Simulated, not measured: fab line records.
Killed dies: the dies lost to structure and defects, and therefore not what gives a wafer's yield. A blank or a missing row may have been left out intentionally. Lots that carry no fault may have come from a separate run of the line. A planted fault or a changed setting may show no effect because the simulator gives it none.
Chamber matching :: flow n5Finfet :: 4 sister chambers for N5_BEOL_M5_DESCUM_16 on rieDiel-05
The step chemistry O2, time 7 s. 8 wafers are shown with their chamber, then 7 later ones without.

WAFERS, EACH WITH ITS CHAMBER
wafer: L078.1
chamber: 2
drypumpMotorCurrentA (A): 5.3
showerheadPlenumPTorr (Torr): 2.15

wafer: L078.3
chamber: 1
drypumpMotorCurrentA (A): 6.7
showerheadPlenumPTorr (Torr): 1.98

wafer: L079.6
chamber: 2
drypumpMotorCurrentA (A): 5.3
showerheadPlenumPTorr (Torr): 2.15

wafer: L082.2
chamber: 1
drypumpMotorCurrentA (A): 6.7
showerheadPlenumPTorr (Torr): 1.98

wafer: L082.3
chamber: 3
drypumpMotorCurrentA (A): 4.9
showerheadPlenumPTorr (Torr): 2.23

wafer: L082.4
chamber: 0
drypumpMotorCurrentA (A): 6.7
showerheadPlenumPTorr (Torr): 1.97

wafer: L085.2
chamber: 0
drypumpMotorCurrentA (A): 6.7
showerheadPlenumPTorr (Torr): 1.96

wafer: L085.4
chamber: 3
drypumpMotorCurrentA (A): 5.0
showerheadPlenumPTorr (Torr): 2.22

WAFERS WITHOUT THEIR CHAMBER
wafer: L085.6
drypumpMotorCurrentA (A): 6.7
showerheadPlenumPTorr (Torr): 1.97

wafer: L092.2
drypumpMotorCurrentA (A): 4.9
showerheadPlenumPTorr (Torr): 2.22

wafer: L092.4
drypumpMotorCurrentA (A): 6.7
showerheadPlenumPTorr (Torr): 1.96

wafer: L092.6
drypumpMotorCurrentA (A): 6.7
showerheadPlenumPTorr (Torr): 1.96

wafer: L097.1
drypumpMotorCurrentA (A): 4.9
showerheadPlenumPTorr (Torr): 2.22

wafer: L097.3
drypumpMotorCurrentA (A): 6.7
showerheadPlenumPTorr (Torr): 1.96

wafer: L097.6
drypumpMotorCurrentA (A): 6.7
showerheadPlenumPTorr (Torr): 1.97

WHICH CHAMBER EACH ONE RAN IN
wafer: L085.6
from the rows above: can't be placed: 0 or 1
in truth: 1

wafer: L092.2
from the rows above: 3
in truth: 3

wafer: L092.4
from the rows above: 0
in truth: 0

wafer: L092.6
from the rows above: 0
in truth: 0

wafer: L097.1
from the rows above: 3
in truth: 3

wafer: L097.3
from the rows above: 0
in truth: 0

wafer: L097.6
from the rows above: can't be placed: 0 or 1
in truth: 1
Placed correctly: 5 of 7. These rows do not allow placing 2 (true chamber among the candidates in 2). Number placed wrongly: 0.
How it was worked out, from the rows above alone: a wafer's distance from a chamber is the root of the sum, over the readings, of the square of ((its reading less the chamber's mean) divided by the reading's scatter). If the next closest chamber is less than 2 further off than the closest, the wafer can't be placed; otherwise it belongs to the closest. The mean given for a chamber averages the wafers shown for that chamber. The scatter: the root of (the sum of the squares of (reading less its chamber's mean) over the shown wafers, divided by (wafers less chambers)).
